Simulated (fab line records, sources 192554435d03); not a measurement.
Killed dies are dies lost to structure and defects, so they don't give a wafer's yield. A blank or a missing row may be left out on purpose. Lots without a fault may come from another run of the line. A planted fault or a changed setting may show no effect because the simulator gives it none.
fab line records | flow n5_finfet | part 1 of 2: steps 1 to 29 of 33
record lots=5 wafers=15 last_day=16
route steps=1938 shown BEOL_M1@828 BEOL_M2@841
lots that met no fault: from a run of the same line without faults
start_h: hours from the record's first day to the start of the lot's first wafer shown | wait_h: hours since the lot's step before | " the same as in the row above | L1.1+2: a row that stands for several wafers | - no value, or no start given | * or withheld: withheld | < > ~ a bound
route shown NAME@n: a module of which the file shows steps, and the number in the route of the first | usual: mean/standard deviation of fault-free wafers | same: alike in all rows | chamber/n: place in a boat | sites: the reading at each site | _std_site: their standard deviation | _edge_site: outer sites' mean less inner sites' | radius_mm: how far each site lies from the wafer's centre | mask NAME#n: copy n | behind: the tool/chamber that last shaped the wafer | hold: why the lot was held/for how many hours/how that ended | device: the transistor (n, p or np) that didn't switch | end of line: the same wafers' tests at the end of the route | a step without rows: its recipe alone | killed: dies lost to structure and defects at the first sort, not the wafer's yield | map: a wafer's dies, x killed, . not, _ none there
set.NAME: the setting as run; set.NAME@STEP: as run at that earlier step | model.NAME: the simulator's own value behind a step, which no gauge read
lots at some steps of the route; a table a step, a row a wafer
services: from which hour (start_h, from the record's first day; less than 0 if before it) a tool's chamber was out of use, for how many hours, and why
## steps
# step N5_BEOL_M1_SPUTTER_94
# recipe material=Cu target_thk_a=45 temp_c=-20 chamber_pressure_pa=0.07 power_w=withheld time_s=8.29
# usual throttle_valve_pct=30.1/1
# columns lot.wafer tool chamber start_h wait_h throttle_valve_pct
L078.1 pvd_sputter-01 - 154.26 0.1 29.9
L078.2 " - " " 30.8
L078.4 " - " " 31.8
L079.1 pvd_sputter-03 - 154.61 0.1 29.3
L079.3 " - " " 30.3
L079.4 " - " " 31.9
L080.1 pvd_sputter-01 - 178.16 0.1 31.7
L080.4 " - " " 29.9
L080.5 " - " " 31.7
L082.3 pvd_sputter-02 - 179.94 0.1 28.5
L082.4 " - " " 29.4
L082.6 " - " " 28.8
L090.2 pvd_sputter-02 - 238.42 0.1 29.2
L090.5 " - " " 29.6
L090.6 " - " " 29.5
# step N5_BEOL_M1_ANNEAL_95
# recipe temp_c=400 time_s=240 ambient=vacuum
# usual heater_power_w=819/99
# columns lot.wafer tool chamber start_h wait_h heater_power_w
L078.1 pvd_sputter-01 - 154.34 0.0 730
L078.2 " - " " 713
L078.4 " - " " 875
L079.1 pvd_sputter-03 - 154.69 0.0 732
L079.3 " - " " 821
L079.4 " - " " 713
L080.1 pvd_sputter-01 - 178.24 0.0 876
L080.4 " - " " 731
L080.5 " - " " 854
L082.3 pvd_sputter-02 - 180.02 0.0 821
L082.4 " - " " 754
L082.6 " - " " 1041
L090.2 pvd_sputter-02 - 238.50 0.0 1061
L090.5 " - " " 756
L090.6 " - " " 877
# step N5_BEOL_M1_SPUTTER_96
# recipe material=Cu target_thk_a=45 temp_c=-20 chamber_pressure_pa=0.07 power_w=withheld time_s=8.29
# usual throttle_valve_pct=30.1/1
# columns lot.wafer tool chamber start_h wait_h throttle_valve_pct
L078.1 pvd_sputter-01 - 154.48 0.1 30.1
L078.2 " - " " 30.9
L078.4 " - " " 31.6
L079.1 pvd_sputter-03 - 154.83 0.1 29.2
L079.3 " - " " 30.1
L079.4 " - " " 32.0
L080.1 pvd_sputter-01 - 178.38 0.1 31.7
L080.4 " - " " 30.3
L080.5 " - " " 31.7
L082.3 pvd_sputter-02 - 180.16 0.1 28.7
L082.4 " - " " 29.5
L082.6 " - " " 29.2
L090.2 pvd_sputter-02 - 238.64 0.1 29.0
L090.5 " - " " 29.5
L090.6 " - " " 29.5
# step N5_BEOL_M1_ECD_50
# recipe material=Cu target_thk_a=3000
# columns lot.wafer tool chamber start_h wait_h
L078.1+2+4 ecd_cu-02 0,1,1 154.60 0.1
L079.1+3+4 ecd_cu-01 1,1,0 154.95 0.1
L080.1+4+5 ecd_cu-02 1,0,0 178.50 0.1
L082.3+4+6 ecd_cu-02 1,0,0 180.29 0.1
L090.2+5+6 ecd_cu-01 1,0,1 238.76 0.1
# step N5_BEOL_M1_ANNEAL_51
# recipe temp_c=225 time_s=90 ambient=N2
# usual wafer_temp_C_max=226.3/0.71
# columns lot.wafer tool chamber start_h wait_h wafer_temp_C_max
L078.1 rtp_anneal-01 0 154.68 0.1 227.0
L078.2 " 0 " " 227.2
L078.4 " 0 " " 226.3
L079.1 rtp_anneal-02 0 155.03 0.1 225.7
L079.3 " 0 " " 225.7
L079.4 " 0 " " 225.6
L080.1 rtp_anneal-01 0 178.57 0.1 226.7
L080.4 " 0 " " 227.2
L080.5 " 0 " " 226.9
L082.3 rtp_anneal-02 0 180.44 0.1 225.6
L082.4 " 0 " " 225.5
L082.6 " 0 " " 225.7
L090.2 rtp_anneal-02 0 238.88 0.1 225.6
L090.5 " 0 " " 225.8
L090.6 " 0 " " 225.5
# step N5_BEOL_M1_CMP_52
# recipe stop_on=SiOC t_overpolish_s=6.8 down_force_psi=1 platen_rpm=50 clearing_platen_down_force_psi=1.5 clearing_platen_rpm=50 post_cmp_clean=cu_alkaline target_thk_nm=40 clearing_platen_pad_velocity_m_s=0.99484 pad_velocity_m_s=0.99484
# usual barrier_field_endpoint_s=24.8/0.71 head_pressure_psi=1.0001/0.0023 motor_current_A=5.9/0.47 overpolish_run_s=6.801/0.0095 time_to_endpoint_s=62/3.5
# same t_overpolish_s=6.8
# columns lot.wafer tool chamber start_h wait_h barrier_field_endpoint_s head_pressure_psi motor_current_A overpolish_run_s time_to_endpoint_s
L078.1 cmp-01 2 154.98 0.3 23.3 0.9994 6.0 6.811 57
L078.2 " 3 " " 25.8 0.9950 6.5 6.789 72
L078.4 " 0 " " 24.4 1.0028 6.1 6.796 62
L079.3 cmp-02 1 155.36 0.2 24.9 0.9999 5.8 6.796 63
L079.4 " 2 " " 24.7 0.9977 6.0 6.805 61
L079.1 " 3 " " 25.1 1.0011 5.6 6.803 62
L080.4 cmp-03 0 178.87 0.1 25.1 1.0027 5.2 6.805 60
L080.1 " 2 " " 23.9 1.0000 6.5 6.806 59
L080.5 " 1 " " 24.6 0.9982 5.9 6.799 60
L082.3 cmp-01 0 180.65 0.2 23.8 1.0003 6.1 6.805 59
L082.4 " 1 " " 23.7 0.9965 5.6 6.798 59
L082.6 " 0 " " 24.5 1.0027 6.4 6.793 61
L090.2 cmp-01 1 239.26 0.3 24.1 0.9975 5.3 6.802 59
L090.5 " 2 " " 24.8 0.9992 5.9 6.788 59
L090.6 " 3 " " 25.7 1.0008 6.2 6.797 68
# step N5_BEOL_M1_THK_MEAS_53
# recipe thk_meas_gauge=xrf reads=Cu_of_BEOL_M1_ECD_50
# usual M1_THK=39.5/1.7
# columns lot.wafer tool chamber start_h wait_h M1_THK[nm]
L078.1 film_metro-01 - 155.27 - 37.4
L078.2 " - " " 39.8
L078.4 " - " " 41.1
L079.1 film_metro-02 - 155.62 - 39.0
L079.3 " - " " 39.6
L079.4 " - " " 40.9
L080.1 film_metro-02 - 179.16 - 36.5
L080.4 " - " " 39.4
L080.5 " - " " 40.0
L082.3 film_metro-02 - 180.95 - 36.7
L082.4 " - " " 39.3
L082.6 " - " " 41.4
L090.2 film_metro-02 - 239.44 - 38.2
L090.5 " - " " 38.8
L090.6 " - " " 42.3
# step N5_BEOL_M1_PRE_CLEAN_60
# recipe gas=NH3/H2 time_s=15 temp_c=* rf_power_w=300
# usual heater_power_w=84/14
# columns lot.wafer tool chamber start_h wait_h heater_power_w
L078.1 cvd_co-02 1 155.31 0.0 72
L078.2 " 0 " " 89
L078.4 " 1 " " 75
L079.1 cvd_co-02 0 155.66 0.0 89
L079.3 " 1 " " 73
L079.4 " 1 " " 71
L080.1 cvd_co-01 0 179.21 0.0 67
L080.4 " 2 " " 73
L080.5 " 1 " " 112
L082.3 cvd_co-01 1 180.98 0.0 110
L082.4 " 1 " " 112
L082.6 " 0 " " 69
L090.2 cvd_co-02 2 239.48 0.0 90
L090.5 " 1 " " 73
L090.6 " 0 " " 91
# step N5_BEOL_M1_CO_CAP_55
# recipe material=Co target_thk_a=20 temp_c=200 precursor=CCTBA/H2 pressure_torr=30 time_s=102.1
# usual heater_power_w=234/17
# columns lot.wafer tool chamber start_h wait_h heater_power_w
L078.1 cvd_co-02 1 155.35 0.0 220
L078.2 " 0 " " 241
L078.4 " 1 " " 216
L079.1 cvd_co-02 0 155.70 0.0 240
L079.3 " 1 " " 225
L079.4 " 1 " " 225
L080.1 cvd_co-01 0 179.25 0.0 218
L080.4 " 2 " " 222
L080.5 " 1 " " 272
L082.3 cvd_co-01 1 181.02 0.0 267
L082.4 " 1 " " 270
L082.6 " 0 " " 213
L090.2 cvd_co-02 2 239.52 0.0 240
L090.5 " 1 " " 220
L090.6 " 0 " " 237
# step N5_BEOL_M1_PRE_CLEAN_56
# recipe gas=NH3 time_s=15 temp_c=withheld rf_power_w=300
# columns lot.wafer tool chamber start_h wait_h
L078.1+2+4 pecvd-01 2,1,0 155.44 0.1
L079.1+3+4 pecvd-01 1,0,1 155.79 0.1
L080.1+4+5 pecvd-03 2,1,0 179.34 0.1
L082.3+4+6 pecvd-03 0,0,2 181.11 0.1
L090.2+5+6 pecvd-03 1,1,0 239.61 0.1
# step N5_BEOL_M1_DEP_57
# recipe material=SiCN target_thk_a=80 temp_c=withheld precursor=3MS/NH3 pressure_torr=3 rf_w=202 time_s=14
# usual showerhead_plenum_p_Torr=3.672/0.013 throttle_valve_pct=9.1/0.54
# columns lot.wafer tool chamber start_h wait_h showerhead_plenum_p_Torr throttle_valve_pct
L078.1 pecvd-01 2 155.47 0.0 3.672 8.7
L078.2 " 1 " " 3.663 8.5
L078.4 " 0 " " 3.684 9.4
L079.1 pecvd-01 1 155.81 0.0 3.661 8.6
L079.3 " 0 " " 3.690 9.5
L079.4 " 1 " " 3.657 8.4
L080.1 pecvd-03 2 179.37 0.0 3.661 9.0
L080.4 " 1 " " 3.696 9.7
L080.5 " 0 " " 3.675 8.7
L082.3 pecvd-03 0 181.14 0.0 3.675 9.0
L082.4 " 0 " " 3.677 8.8
L082.6 " 2 " " 3.671 8.6
L090.2 pecvd-03 1 239.64 0.0 3.684 9.6
L090.5 " 1 " " 3.684 9.9
L090.6 " 0 " " 3.669 8.7
# step N5_BEOL_M1_RS_MEAS_58
# recipe thk_meas_gauge=four-point-probe reads=Co_of_BEOL_M1_CO_CAP_55+Cu_of_BEOL_M1_ECD_50+Co_of_BEOL_M1_CVD_47+TaN_of_BEOL_M1_ALD_84
# usual M1_RS=0.68/0.038
# columns lot.wafer tool chamber start_h wait_h M1_RS[ohm/sq]
L078.1 film_metro-01 - 155.53 0.0 0.73
L078.2 " - " " 0.67
L078.4 " - " " 0.64
L079.1 film_metro-02 - 155.88 0.0 0.69
L079.3 " - " " 0.68
L079.4 " - " " 0.65
L080.1 film_metro-01 - 179.43 0.0 0.76
L080.4 " - " " 0.69
L080.5 " - " " 0.67
L082.3 film_metro-02 - 181.21 0.1 0.74
L082.4 " - " " 0.69
L082.6 " - " " 0.64
L090.2 film_metro-02 - 239.70 0.1 0.71
L090.5 " - " " 0.70
L090.6 " - " " 0.63
# step N5_BEOL_M1_INSPECT_59
# recipe inspect_instrument=darkfield mode=post_dep
# usual raw_defect_count=65/21
# columns lot.wafer tool chamber start_h wait_h raw_defect_count
L078.1 defect_inspect-01 - 155.56 0.0 67
L078.2 " - " " 69
L078.4 " - " " 90
L079.1 defect_inspect-02 - 155.91 0.0 82
L079.3 " - " " 35
L079.4 " - " " 59
L080.1 defect_inspect-01 - 179.46 0.0 59
L080.4 " - " " 104
L080.5 " - " " 44
L082.3 defect_inspect-02 - 181.23 0.0 47
L082.4 " - " " 35
L082.6 " - " " 67
L090.2 defect_inspect-01 - 239.73 0.0 64
L090.5 " - " " 56
L090.6 " - " " 84
# step N5_BEOL_M2_ILD_DEP_00
# recipe material=SiOC target_thk_a=790 temp_c=350 precursor=DEMS/O2 pressure_torr=5 rf_w=500 time_s=15.3
# usual heater_power_w=494/43 showerhead_plenum_p_Torr=5.696/0.016 throttle_valve_pct=12.3/0.99
# columns lot.wafer tool chamber start_h wait_h heater_power_w showerhead_plenum_p_Torr throttle_valve_pct
L078.1 pecvd-02 2 155.60 0.0 450 5.698 11.9
L078.2 " 0 " " 540 5.665 13.2
L078.4 " 0 " " 555 5.684 13.1
L079.1 pecvd-02 2 155.94 0.0 440 5.723 12.1
L079.3 " 1 " " 528 5.709 12.2
L079.4 " 2 " " 443 5.716 12.3
L080.1 pecvd-02 2 179.50 0.0 474 5.699 12.2
L080.4 " 0 " " 502 5.685 12.9
L080.5 " 0 " " 511 5.681 13.3
L082.3 pecvd-03 2 181.27 0.0 479 5.669 11.4
L082.4 " 2 " " 486 5.693 11.4
L082.6 " 1 " " 435 5.718 12.9
L090.2 pecvd-02 2 239.77 0.0 525 5.713 12.4
L090.5 " 0 " " 476 5.681 13.1
L090.6 " 2 " " 528 5.706 12.2
# step N5_BEOL_M2_THK_MEAS_01
# recipe reads=SiOC_of_BEOL_M2_ILD_DEP_00
# usual M2_ILD_THK=78.9/1
# columns lot.wafer tool chamber start_h wait_h M2_ILD_THK[nm]
L078.1 film_metro-02 - 155.66 0.0 78.3
L078.2 " - " " 78.5
L078.4 " - " " 78.6
L079.1 film_metro-02 - 156.01 0.0 79.2
L079.3 " - " " 78.2
L079.4 " - " " 80.6
L080.1 film_metro-01 - 179.58 0.1 78.3
L080.4 " - " " 79.2
L080.5 " - " " 79.3
L082.3 film_metro-02 - 181.34 0.1 80.2
L082.4 " - " " 80.3
L082.6 " - " " 79.8
L090.2 film_metro-01 - 239.83 0.1 78.0
L090.5 " - " " 80.8
L090.6 " - " " 79.1
# step N5_BEOL_M2_PECVD_72
# recipe material=SiO2 target_thk_a=160 temp_c=400 precursor=TEOS/O2 pressure_torr=5.5 rf_w=450 teos_flow_sccm=53.8 gas=O2 flow_sccm=3000 time_s=18
# usual heater_power_w=730/62 showerhead_plenum_p_Torr=8.79/0.063 throttle_valve_pct=23.1/1.9
# columns lot.wafer tool chamber start_h wait_h heater_power_w showerhead_plenum_p_Torr throttle_valve_pct
L078.1 pecvd-03 1 155.70 0.0 598 8.91 23.6
L078.2 " 0 " " 698 8.82 21.6
L078.4 " 0 " " 708 8.84 22.0
L079.1 pecvd-03 1 156.05 0.0 675 8.88 24.1
L079.3 " 0 " " 653 8.84 22.0
L079.4 " 2 " " 765 8.77 21.4
L080.1 pecvd-02 2 179.62 0.0 647 8.81 22.7
L080.4 " 0 " " 728 8.73 24.6
L080.5 " 2 " " 666 8.83 22.7
L082.3 pecvd-02 2 181.39 0.1 661 8.83 22.8
L082.4 " 0 " " 736 8.75 24.8
L082.6 " 0 " " 728 8.72 24.4
L090.2 pecvd-03 1 239.87 0.0 688 8.89 24.1
L090.5 " 0 " " 714 8.82 21.8
L090.6 " 1 " " 684 8.91 24.1
# step N5_BEOL_M2_HM_DEP_02
# recipe material=TiN target_thk_a=200 temp_c=25 chamber_pressure_pa=0.49996
# usual throttle_valve_pct=30.2/0.98
# columns lot.wafer tool chamber start_h wait_h throttle_valve_pct
L078.1 pvd_sputter-02 - 156.41 0.7 29.4
L078.2 " - " " 28.9
L078.4 " - " " 29.3
L079.1 pvd_sputter-02 - 156.67 0.6 29.4
L079.3 " - " " 29.4
L079.4 " - " " 28.8
L080.1 pvd_sputter-03 - 180.47 0.8 30.0
L080.4 " - " " 29.6
L080.5 " - " " 29.6
L082.3 pvd_sputter-01 - 181.45 0.0 30.1
L082.4 " - " " 30.8
L082.6 " - " " 30.6
L090.2 pvd_sputter-02 - 239.98 0.1 28.8
L090.5 " - " " 28.7
L090.6 " - " " 29.2
# step N5_BEOL_M2_COAT_61
# recipe resist=SOC temp_c=250 time_s=60 spin_rpm=1500 resist_thk_nm=60
# columns lot.wafer tool chamber start_h wait_h
L078.1+2+4 litho_track-04 0 156.54 0.1
L079.1+3+4 litho_track-01 0 156.80 0.1
L080.1+4+5 litho_track-04 0 180.60 0.1
L082.3+4+6 litho_track-04 0 181.58 0.1
L090.2+5+6 litho_track-04 0 240.11 0.1
# step N5_BEOL_M2_COAT_62
# recipe resist=SiARC temp_c=220 time_s=60 spin_rpm=1500 resist_thk_nm=12
# columns lot.wafer tool chamber start_h wait_h
L078.1+2+4 litho_track-04 0 - -
L079.1+3+4 litho_track-01 0 - -
L080.1+4+5 litho_track-04 0 - -
L082.3+4+6 litho_track-04 0 - -
L090.2+5+6 litho_track-04 0 - -
# step N5_BEOL_M2_COAT_73
# recipe resist=underlayer temp_c=205 time_s=60 spin_rpm=1500 resist_thk_nm=5
# columns lot.wafer tool chamber start_h wait_h
L078.1+2+4 litho_track-04 0 - -
L079.1+3+4 litho_track-01 0 - -
L080.1+4+5 litho_track-04 0 - -
L082.3+4+6 litho_track-04 0 - -
L090.2+5+6 litho_track-04 0 - -
# step N5_BEOL_M2_COAT_05
# recipe resist=CAR-EUV spin_rpm=1500 resist_thk_nm=30
# columns lot.wafer tool chamber start_h wait_h
L078.1+2+4 litho_track-04 0 - -
L079.1+3+4 litho_track-01 0 - -
L080.1+4+5 litho_track-04 0 - -
L082.3+4+6 litho_track-04 0 - -
L090.2+5+6 litho_track-04 0 - -
# step N5_BEOL_M2_EBR_07
# recipe solvent=PGMEA ebr_width_mm=1.5
# columns lot.wafer tool chamber start_h wait_h
L078.1+2+4 litho_track-04 0 - -
L079.1+3+4 litho_track-01 0 - -
L080.1+4+5 litho_track-04 0 - -
L082.3+4+6 litho_track-04 0 - -
L090.2+5+6 litho_track-04 0 - -
# step N5_BEOL_M2_SOFTBAKE_06
# recipe temp_c=110 time_s=60 resist=CAR-EUV
# columns lot.wafer tool chamber start_h wait_h
L078.1+2+4 litho_track-04 0 - -
L079.1+3+4 litho_track-01 0 - -
L080.1+4+5 litho_track-04 0 - -
L082.3+4+6 litho_track-04 0 - -
L090.2+5+6 litho_track-04 0 - -
# step N5_BEOL_M2_EXPOSE_08
# recipe mask_id=M2 na=0.33 source_shape=dipole sigma_inner=0.369 sigma_outer=0.767 polarization=unpolarized dose_mj=41.25
# columns lot.wafer tool chamber start_h wait_h mask
L078.1+2+4 euv_scanner-02 0 156.80 - M2#0
L079.1+3+4 euv_scanner-02 0 156.95 - M2#0
L080.1+4+5 euv_scanner-02 0 180.94 - M2#0
L082.3+4+6 euv_scanner-02 0 181.79 - M2#0
L090.2+5+6 euv_scanner-01 0 240.25 - M2#0
# step N5_BEOL_M2_PEB_09
# recipe peb_temp_c=100 peb_time_s=60 resist=CAR-EUV
# columns lot.wafer tool chamber start_h wait_h
L078.1+2+4 litho_track-01 0 156.87 0.1
L079.1+3+4 litho_track-04 0 157.02 0.1
L080.1+4+5 litho_track-02 0 181.00 0.1
L082.3+4+6 litho_track-01 0 181.84 0.0
L090.2+5+6 litho_track-04 0 240.31 0.1
# step N5_BEOL_M2_DEVELOP_10
# recipe develop_time_s=30 developer=TMAH resist=CAR-EUV rinse_liquid=surfactant_rinse dry=air_spin dev_temp_c=23
# columns lot.wafer tool chamber start_h wait_h
L078.1+2+4 litho_track-01 0 - -
L079.1+3+4 litho_track-04 0 - -
L080.1+4+5 litho_track-02 0 - -
L082.3+4+6 litho_track-01 0 - -
L090.2+5+6 litho_track-04 0 - -
# step N5_BEOL_M2_CD_MEAS_11
# recipe target_cd_nm=16.79 landing_energy_ev=500 detector=se_inlens polarity=opening
# usual cd_nm=16.81/0.25
# columns lot.wafer tool chamber start_h wait_h cd_nm
L078.1 cd_sem-03 0 156.93 - 17.05
L078.2 " 0 " " 16.63
L078.4 " 0 " " 16.55
L079.1 cd_sem-02 0 157.09 - 16.79
L079.3 " 0 " " 17.28
L079.4 " 0 " " 17.31
L080.1 cd_sem-02 0 181.07 - 16.64
L080.4 " 0 " " 16.73
L080.5 " 0 " " 16.67
L082.3 cd_sem-03 0 181.91 - 16.71
L082.4 " 0 " " 16.90
L082.6 " 0 " " 17.24
L090.2 cd_sem-02 0 240.38 - 17.03
L090.5 " 0 " " 17.11
L090.6 " 0 " " 16.86
# step N5_BEOL_M2_OVL_MEAS_12
# recipe points_per_wafer=522
# usual M2_OVL=-0.1/0.7
# columns lot.wafer tool chamber start_h wait_h M2_OVL[nm]
L078.1 overlay-02 0 156.96 0.0 1.2
L078.2 " 0 " " 0.9
L078.4 " 0 " " 0.6
L079.1 overlay-01 0 157.12 0.0 0.7
L079.3 " 0 " " 1.3
L079.4 " 0 " " 1.8
L080.1 overlay-01 0 181.10 0.0 0.8
L080.4 " 0 " " 0.4
L080.5 " 0 " " 0.5
L082.3 overlay-01 0 181.95 0.0 -0.2
L082.4 " 0 " " -0.2
L082.6 " 0 " " 0.5
L090.2 overlay-02 0 240.41 0.0 -1.4
L090.5 " 0 " " -1.5
L090.6 " 0 " " -0.9
# step N5_BEOL_M2_INSPECT_13
# recipe mode=adi inspect_instrument=brightfield
# usual raw_defect_count=411/110
# columns lot.wafer tool chamber start_h wait_h raw_defect_count
L078.1 defect_inspect-01 - 157.02 0.1 540
L078.2 " - " " 324
L078.4 " - " " 569
L079.1 defect_inspect-02 - 157.17 0.1 470
L079.3 " - " " 471
L079.4 " - " " 541
L080.1 defect_inspect-01 - 181.16 0.1 545
L080.4 " - " " 529
L080.5 " - " " 264
L082.3 defect_inspect-01 - 182.00 0.0 339
L082.4 " - " " 409
L082.6 " - " " 492
L090.2 defect_inspect-02 - 240.46 0.0 431
L090.5 " - " " 443
L090.6 " - " " 622
